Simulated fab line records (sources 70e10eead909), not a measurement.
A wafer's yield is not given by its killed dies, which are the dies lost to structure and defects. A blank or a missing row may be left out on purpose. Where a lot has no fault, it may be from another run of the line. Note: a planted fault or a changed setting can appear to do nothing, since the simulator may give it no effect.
A lot that was struck, set against a sound lot :: flow nandHarc :: 41 steps out of a route of 1159
Sound: the wafers L152.1, L152.2, L152.4. Wafers L166.2, L166.4, L166.5 were the ones struck. At the end, the cause is stated.
For every step that has rows: the tool of each side, followed by ch and its chambers, followed by its first start. Under that, the readings that differ: sound wafers :: struck wafers :: difference of the means :: sigmas: that difference in standard deviations of wafers without a fault.
alike: a reading whose means differ by less than 2 such deviations, as well as words and numbers matching on both sides. not compared: withheld readings; readings where some wafer has no value; bounds like >300 that might hide an equal value; numbers whose values overlap and for which the record gives no deviation.
The two part at a step that has a row with sigmas, a row that says differs or no value, or rows on one side only. When numbers do not overlap yet have no deviation, they are printed without sigmas and do not part them. A reading that every wafer of one side lacks parts them only if that side has two wafers or more.

first, 5 steps without rows for these wafers: NHARC_A_CONTACT_SOFTBAKE_03 (time 55 s); NHARC_A_CONTACT_EBR_04; NHARC_A_CONTACT_EXPOSE_05 (exposes mask A CC); NHARC_A_CONTACT_PEB_06 (peb time 65 s); NHARC_A_CONTACT_DEVELOP_07 (develop time 35 s).
NHARC_A_CONTACT_CD_MEAS_08: target cd 100 nm.
  sound on cdSem-02 ch 0, day 17 11:14; struck on cdSem-03 ch 0, day 20 20:16
  alike: cdNm
NHARC_A_CONTACT_OVL_MEAS_09:
  sound on overlay-01, day 17 11:19; struck on overlay-01, day 20 20:22
reading: overlayXNm (nm)
sound: 0.7 0.7 0.9
struck: -0.9 -1.0 -1.3
difference: -1.8
sigmas: -2
  alike: overlayYNm
NHARC_A_CONTACT_INSPECT_10:
  sound on defectInspect-01, day 17 11:21; struck on defectInspect-01, day 20 20:23
reading: rawDefectCount
sound: 26 39 26
struck: 67 64 58
difference: +33
sigmas: +3
NHARC_A_CONTACT_DESCUM_13: chemistry O2, time 3 s.
  sound on rieDiel-12 ch 0,2,3, day 17 11:25; struck on rieDiel-05 ch 0,1,2, day 20 20:28
  alike: drypumpMotorCurrentA, oesProductAu, rfVppV, showerheadPlenumPTorr, throttleValvePct
  not compared: rfHoursCounterH
then, 3 steps without rows for these wafers: NHARC_A_CONTACT_ETCH_88 (etches the open film in CF4, target depth 39 nm, time 65 s); NHARC_A_CONTACT_ETCH_89 (etches the open film in N2/H2, target depth 260 nm, time 475.3 s); NHARC_A_CONTACT_ETCH_30 (etches the open film in CF4/CHF3, target depth 60.5 nm, time 30.2 s).
NHARC_A_CONTACT_ETCH_31: etches the open film in O2/COS, target depth 2000 nm, time 520 s.
  sound on rieDiel-12 ch 0,2,3, day 17 12:13; struck on rieDiel-05 ch 1,3, day 20 21:05
  alike: drypumpMotorCurrentA, oesProductAu, rfVppV, showerheadPlenumPTorr, throttleValvePct
  not compared: rfHoursCounterH
then, 3 steps without rows for these wafers: NHARC_A_CONTACT_ETCH_134 (etches the open film in C4F8/O2/Ar, time 140 s, target depth 700 nm); NHARC_A_CONTACT_ETCH_135 (etches the open film in C4F8/O2/Ar, time 132 s, target depth 1287 nm); NHARC_A_CONTACT_ETCH_136 (etches the open film in C4F8/O2/Ar, time 132 s, target depth 1287 nm).
NHARC_A_CONTACT_ETCH_137: etches the open film in C4F8/O2/Ar, time 132 s, target depth 1287 nm.
  sound on harCapEtch-01 ch 0,1, day 17 13:02; struck on harCapEtch-02 ch 0,1, day 20 21:53
  not compared: rfHoursCounterH
then, 2 steps without rows for these wafers: NHARC_A_CONTACT_ETCH_138 (etches the open film in C4F8/O2/Ar, time 132 s, target depth 1289 nm); NHARC_A_CONTACT_ETCH_139 (etches the open film in C4F8/O2/Ar, time 137 s, target depth 590 nm).
NHARC_A_CONTACT_ETCH_92: etches the open film in CH3F/O2, target depth 40 nm, time 85.7 s.
  sound on rieDiel-08 ch 0,2, day 17 13:41; struck on rieDiel-05 ch 2,3, day 20 22:32
  alike: drypumpMotorCurrentA, oesProductAu, rfVppV, showerheadPlenumPTorr, throttleValvePct
  not compared: rfHoursCounterH
then, 1 step without rows for these wafers: NHARC_A_CONTACT_ETCH_98 (etches the open film in C4F6/O2, target depth 20 nm, time 10 s).
NHARC_A_CONTACT_CD_MEAS_15:
  sound on cdSem-02, day 17 13:56; struck on cdSem-03, day 20 22:48
  alike: cdNm
then, 3 steps without rows for these wafers: NHARC_A_CONTACT_STRIP_107 (strips in N2/H2); NHARC_A_CONTACT_STRIP_108 (strips in CF4/CHF3); NHARC_A_CONTACT_STRIP_109 (strips in O2/COS).
NHARC_A_CONTACT_ETCH_110: etches the open film in CF4/O2, target depth 50 nm, overetch 5 nm, time 27.5 s.
  sound on rieDiel-12 ch 0,2,3, day 17 14:13; struck on rieDiel-12 ch 1,2, day 20 23:08
  alike: drypumpMotorCurrentA, oes_f_703_au, oesProductAu, rfVppV, showerheadPlenumPTorr, throttleValvePct
  not compared: rfHoursCounterH
then, 3 steps without rows for these wafers: NHARC_A_CONTACT_STRIP_26 (strips in O2); NHARC_A_CONTACT_STRIP_27 (strips in post etch residue remover, time 600 s); NHARC_A_CONTACT_ALD_18 (deposits TiN, target thk 3 nm, pulse time 1 s, ald cycles 150).
NHARC_A_CONTACT_CVD_19: deposits W, target thk 300 nm, time 802 s.
  sound: cvdW-02 ch 0,1; struck: cvdW-01 ch 1
reading: heaterPowerW (W)
sound: 455 429 431
struck: 496 505 499
difference: +62
sigmas: +2

reading: throttleValvePct (%)
sound: 7.78 8.08 7.87
struck: 7.69 7.46 7.44
difference: -0.38
sigmas: -2
  alike: susceptorTempC
then, 10 steps without rows for these wafers: NHARC_A_CONTACT_CMP_20 (polishes, t overpolish 30 s, target thk 300 nm); NHARC_A_CONTACT_SRD_22; NHARC_A_BLC_DEHYDRATE_00 (time 120 s); NHARC_A_BLC_HMDS_01 (time 30 s); NHARC_A_BLC_COAT_02 (time 75 s); NHARC_A_BLC_COAT_03 (time 65 s); NHARC_A_BLC_COAT_04 (resist thk 90 nm); NHARC_A_BLC_SOFTBAKE_05 (time 55 s); NHARC_A_BLC_EBR_06; NHARC_A_BLC_EXPOSE_07 (exposes mask A BLC, target cd 100 nm).
-- the record jumps here: 3 days lie between the struck wafers' starts before and after (it left off in module A_BLC and takes up again in module END, whose first step shown is number 1159 of the route) --
NHARC_END_SORT_01:
  sound on prober-02 ch 0, day 20 00:28; struck on prober-02 ch 0, day 23 16:31
reading: killedAtArray
sound: 26 31 20
struck: 126 126 126
difference: +100
sigmas: +10

reading: killedDies
sound: 30 36 27
struck: 127 128 129
difference: +97
sigmas: +10
  alike: killedAtOther, killedAtPeriphery, killedOpen, killedShort

WHERE THEY PART
First at NHARC_A_CONTACT_OVL_MEAS_09; last, within this record, at NHARC_END_SORT_01.

WHY: whatever the simulator had introduced
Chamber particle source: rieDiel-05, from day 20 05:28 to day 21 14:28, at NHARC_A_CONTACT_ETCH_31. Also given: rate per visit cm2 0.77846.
